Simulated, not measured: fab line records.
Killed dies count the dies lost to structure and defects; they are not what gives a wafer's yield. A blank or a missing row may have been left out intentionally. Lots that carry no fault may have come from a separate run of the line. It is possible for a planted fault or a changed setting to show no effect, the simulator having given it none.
Matching of chambers / flow n5_finfet / ald_metal-01 running N5_BEOL_M11_ALD_74: 4 sister chambers
The step deposits TaN, target thk 2 nm, pulse time 2 s, purge time 3 s. 8 wafers are shown with their chamber, then 7 later ones without.

## WAFERS, EACH WITH ITS CHAMBER
wafer=L077.2; chamber=2; heater_power_w (W)=377
wafer=L077.6; chamber=3; heater_power_w (W)=458
wafer=L081.3; chamber=1; heater_power_w (W)=394
wafer=L080.1; chamber=1; heater_power_w (W)=388
wafer=L080.2; chamber=3; heater_power_w (W)=457
wafer=L080.3; chamber=0; heater_power_w (W)=484
wafer=L082.4; chamber=2; heater_power_w (W)=384
wafer=L082.5; chamber=0; heater_power_w (W)=462

## WAFERS WHOSE CHAMBER IS MISSING
wafer=L082.6; heater_power_w (W)=396
wafer=L079.2; heater_power_w (W)=375
wafer=L079.3; heater_power_w (W)=389
wafer=L079.6; heater_power_w (W)=394
wafer=L094.3; heater_power_w (W)=374
wafer=L094.4; heater_power_w (W)=475
wafer=L094.5; heater_power_w (W)=369

## CHAMBER TAKEN BY EACH
wafer=L082.6; from the rows above=can't be placed: 1 or 2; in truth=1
wafer=L079.2; from the rows above=can't be placed: 2 or 1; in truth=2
wafer=L079.3; from the rows above=can't be placed: 1 or 2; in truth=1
wafer=L079.6; from the rows above=can't be placed: 1 or 2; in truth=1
wafer=L094.3; from the rows above=can't be placed: 2 or 1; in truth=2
wafer=L094.4; from the rows above=can't be placed: 0 or 3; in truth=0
wafer=L094.5; from the rows above=can't be placed: 2 or 1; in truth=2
0 of 7 placed correctly. Can't be placed from these rows: 7 (the true chamber is among the candidates in 7). Number placed wrongly: 0.
How it was worked out, from the rows above alone: a wafer's distance from a chamber is the root of the sum, over the readings, of the square of ((its reading less the chamber's mean) divided by the reading's scatter). The wafer belongs to the nearest chamber; if the next one is less than 2 further off, it can't be placed. Each chamber's mean is taken over the wafers shown for it. The scatter: the root of (the sum of the squares of (reading less its chamber's mean) over the shown wafers, divided by (wafers less chambers)).
